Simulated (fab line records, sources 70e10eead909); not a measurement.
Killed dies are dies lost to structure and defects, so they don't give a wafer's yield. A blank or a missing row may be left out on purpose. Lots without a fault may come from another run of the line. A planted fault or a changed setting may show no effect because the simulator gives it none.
Which tool did it? | flow nand_harc | 13 lots, 39 wafers sampled, at 5 steps of a route of 1159

WHAT THE GAUGES READ, wafer by wafer
NHARC_A_SGD_CUT_OVL_MEAS_10. Usual: overlay_x_nm -0.3 nm, standard deviation 0.72; overlay_y_nm -0.3 nm, standard deviation 0.91.
lot  | measured     | on         | overlay_x_nm (nm) | overlay_y_nm (nm) | flag
L270 | day 13 04:07 | overlay-01 | -0.4 0.0 -0.4     | 1.3 1.3 1.7       |
L271 | day 14 07:29 | overlay-01 | -1.0 -0.9 -0.7    | -0.3 0.3 1.2      |
L272 | day 14 07:07 | overlay-02 | -0.6 -0.4 -0.5    | 0.7 0.9 -0.1      |
L279 | day 16 03:58 | overlay-01 | -1.2 -1.4 -1.5    | -0.6 -0.6 -0.5    |
L280 | day 16 03:25 | overlay-02 | 1.1 0.7 0.6       | 0.8 0.6 -0.2      |
L281 | day 16 23:37 | overlay-02 | -1.4 -1.2 -1.3    | -0.5 0.3 0.4      |
L291 | day 19 00:34 | overlay-01 | 0.6 0.1 -0.6      | -0.7 -1.3 -1.2    |
L289 | day 19 00:13 | overlay-02 | 1.0 0.2 0.1       | -0.7 -1.5 -0.5    |
L292 | day 19 06:47 | overlay-02 | 0.8 0.5 0.3       | 0.6 1.1 0.6       |
L293 | day 19 12:37 | overlay-02 | 0.6 -0.1 -0.2     | -1.2 -0.7 -1.3    |

NHARC_END_SORT_01. Usual: killed_at_array 25, standard deviation 7.8; killed_at_other 0.6, standard deviation 0.81; killed_at_periphery 3.3, standard deviation 2.2; killed_dies 29, standard deviation 8.2; killed_open 3.5, standard deviation 1.9; killed_short 1.8, standard deviation 1.3.
lot  | measured     | on        | killed_at_array | killed_at_other | killed_at_periphery | killed_dies | killed_open | killed_short | flag
L284 | day 23 03:17 | prober-01 | 673 675 672     | 3 0 2           | 1 2 3               | 677 677 677 | 4 1 2       | 0 2 2        | OFF
L287 | day 23 21:08 | prober-02 | 675 673 676     | 0 1 0           | 2 3 1               | 677 677 677 | 6 2 4       | 1 3 2        | OFF
L286 | day 23 19:43 | prober-01 | 673 672 675     | 1 1 1           | 3 4 1               | 677 677 677 | 6 5 1       | 0 4 0        | OFF

WHICH TOOL RAN EACH LOT (tool, then ch and the chambers of the sampled wafers, then the start)
lot  | NHARC_A_STAIRCASE_STRIP_316                   | NHARC_A_STAIRCASE_DEP_417       | NHARC_A_STAIRCASE_CMP_472
L270 | rie_diel-13 ch 0,1,2, day 11 14:02 or earlier | pecvd-03 ch 0,1,2, day 11 14:02 | cmp-02 ch 2,3, day 13 02:53
L271 | rie_diel-06 ch 0,1,3, day 12 08:15 or earlier | pecvd-03 ch 0,1,2, day 12 08:15 | cmp-02 ch 1,2,3, day 14 06:16
L272 | rie_diel-13 ch 1,2, day 12 12:34 or earlier   | pecvd-02 ch 0,1,2, day 12 12:34 | cmp-04 ch 1,2, day 14 05:52
L279 | rie_diel-13 ch 1,2, day 14 08:40 or earlier   | pecvd-02 ch 1,2, day 14 08:40   | cmp-03 ch 0,2,3, day 16 02:49
L280 | rie_diel-13 ch 0,3, day 14 10:01 or earlier   | pecvd-04 ch 0,1,2, day 14 10:01 | cmp-04 ch 0,3, day 16 01:59
L281 | rie_diel-06 ch 0,1,2, day 15 04:03 or earlier | pecvd-04 ch 0,2, day 15 04:03   | cmp-03 ch 1,2,3, day 16 22:33
L284 | rie_diel-06 ch 0,1,3, day 15 16:37 or earlier | pecvd-03 ch 0,1, day 15 16:37   | cmp-04 ch 0,3, day 17 12:02
L287 | rie_diel-06 ch 1,2, day 15 20:08 or earlier   | pecvd-04 ch 0,1,2, day 15 20:08 | cmp-03 ch 0,1,2, day 17 17:12
L286 | rie_diel-13 ch 0,2,3, day 16 04:07 or earlier | pecvd-02 ch 1,2, day 16 04:07   | cmp-02 ch 0,1,2, day 17 21:26
L291 | rie_diel-07 ch 0,3, day 17 04:42 or earlier   | pecvd-03 ch 0,1,2, day 17 04:42 | cmp-03 ch 0,3, day 18 23:20
L289 | rie_diel-13 ch 0,2,3, day 17 05:44 or earlier | pecvd-04 ch 0,1,2, day 17 05:44 | cmp-03 ch 1,2,3, day 18 23:02
L292 | rie_diel-06 ch 0,1,2, day 17 09:29 or earlier | pecvd-03 ch 0,1,2, day 17 09:29 | cmp-03 ch 0,2,3, day 19 05:44
L293 | rie_diel-07 ch 0,1,2, day 17 18:28 or earlier | pecvd-04 ch 0,1, day 17 18:28   | cmp-02 ch 0,1,3, day 19 11:26
- NHARC_A_STAIRCASE_STRIP_316: strips in O2.
- NHARC_A_STAIRCASE_DEP_417: deposits Si3N4, target thk 60 nm.
- NHARC_A_STAIRCASE_CMP_472: polishes SiO2.

WHAT THE TOOLS THEMSELVES READ (means of the sampled wafers that have a number; where no wafer has one, the mark that the record gives instead)
NHARC_A_STAIRCASE_STRIP_316. Usual: drypump_motor_current_A 5.6 A, standard deviation 0.37; oes_product_au 0.994 a.u., standard deviation 0.012; rf_vpp_V 57.9 V, standard deviation 0.96; showerhead_plenum_p_Torr 3.58 Torr, standard deviation 0.15; throttle_valve_pct 17.037 %, standard deviation 0.0087.
lot  | tool        | drypump_motor_current_A (A) | oes_product_au (a.u.) | rf_vpp_V (V) | showerhead_plenum_p_Torr (Torr) | throttle_valve_pct (%) | flag
L270 | rie_diel-13 | 5.8                         | 0.990                 | 57.6         | 3.43                            | 17.044                 |
L271 | rie_diel-06 | 5.4                         | 0.985                 | 58.1         | 3.58                            | 17.043                 |
L272 | rie_diel-13 | 5.9                         | 0.995                 | 57.1         | 3.51                            | 17.027                 |
L279 | rie_diel-13 | 5.6                         | 0.981                 | 57.1         | 3.49                            | 17.035                 |
L280 | rie_diel-13 | 5.6                         | 0.996                 | 57.2         | 3.46                            | 17.042                 |
L281 | rie_diel-06 | 5.6                         | 1.002                 | 58.1         | 3.57                            | 17.037                 |
L284 | rie_diel-06 | 5.4                         | 0.994                 | 58.5         | 3.56                            | 17.031                 |
L287 | rie_diel-06 | 5.6                         | 0.988                 | 58.1         | 3.52                            | 17.032                 |
L286 | rie_diel-13 | 5.6                         | 0.995                 | 58.2         | 3.51                            | 17.029                 |
L291 | rie_diel-07 | 5.5                         | 1.004                 | 58.2         | 3.65                            | 17.040                 |
L289 | rie_diel-13 | 5.6                         | 1.000                 | 57.3         | 3.51                            | 17.032                 |
L292 | rie_diel-06 | 5.6                         | 0.996                 | 57.4         | 3.56                            | 17.036                 |
L293 | rie_diel-07 | 5.8                         | 0.990                 | 58.1         | 3.67                            | 17.045                 |

NHARC_A_STAIRCASE_DEP_417. Usual: heater_power_w 685 W, standard deviation 96; showerhead_vpp_V 1291 V, standard deviation 65.
lot  | tool     | heater_power_w (W) | showerhead_vpp_V (V) | flag
L270 | pecvd-03 | 651                | 1276                 |
L271 | pecvd-03 | 639                | 1281                 |
L272 | pecvd-02 | 732                | 1241                 |
L279 | pecvd-02 | 756                | 1217                 |
L280 | pecvd-04 | 708                | 1350                 |
L281 | pecvd-04 | 716                | 1347                 |
L284 | pecvd-03 | 684                | 1327                 |
L287 | pecvd-04 | 706                | 1353                 |
L286 | pecvd-02 | 755                | 1213                 |
L291 | pecvd-03 | 663                | 1253                 |
L289 | pecvd-04 | 683                | 1353                 |
L292 | pecvd-03 | 677                | 1265                 |
L293 | pecvd-04 | 628                | 1343                 |

NHARC_A_STAIRCASE_CMP_472. Usual: edge_zone_pressure_frac 1.000, standard deviation 0.005; motor_current_A 12.3 A, standard deviation 0.74.
lot  | tool   | edge_zone_pressure_frac | motor_current_A (A) | flag
L270 | cmp-02 | 1.003                   | 12.6                |
L271 | cmp-02 | 0.996                   | 12.5                |
L272 | cmp-04 | 1.001                   | 11.3                |
L279 | cmp-03 | 1.001                   | 12.5                |
L280 | cmp-04 | 0.997                   | 11.5                |
L281 | cmp-03 | 0.999                   | 12.3                |
L284 | cmp-04 | -                       | -                   | OFF
L287 | cmp-03 | -                       | -                   | OFF
L286 | cmp-02 | -                       | -                   | OFF
L291 | cmp-03 | 0.996                   | 12.6                |
L289 | cmp-03 | 0.997                   | 12.8                |
L292 | cmp-03 | 0.989                   | 12.2                |
L293 | cmp-02 | 1.001                   | 12.1                |

THE ANSWER, worked out from the rows above alone
Rule: a lot is off if the mean of its wafers that have a number lies more than 3 standard deviations from the usual mean. A lot without any number at a reading at which 4 lots or more have one is off too. The other lots that the step has rows for count as sound. The gauges are gone through in route order, then the tools' own readings, and for those a lot's mean is taken as printed above. The first step at which some lot is off is used, and at that step the reading that is off furthest; a lot without a number counts as furthest.
Off: L284, L287, L286, at NHARC_END_SORT_01 (killed_at_array). Neither off nor sound, because the step has no rows for them: L270, L271, L272, L279, L280, L281, L291, L289, L292, L293.
A tool fits if, at a process step before that reading, it ran every lot that is off, and no sound lot after the first of them. The gauges at NHARC_END_SORT_01 aren't tried: what is off there is off at NHARC_A_STAIRCASE_CMP_472 too, on other tools, and a gauge's error can't cause that. NHARC_A_STAIRCASE_STRIP_316 gives no start for some lots, so the hours and the order of its lots are those of NHARC_A_STAIRCASE_DEP_417. None of those tried fits.

WHAT THE SIMULATOR HAD PUT IN
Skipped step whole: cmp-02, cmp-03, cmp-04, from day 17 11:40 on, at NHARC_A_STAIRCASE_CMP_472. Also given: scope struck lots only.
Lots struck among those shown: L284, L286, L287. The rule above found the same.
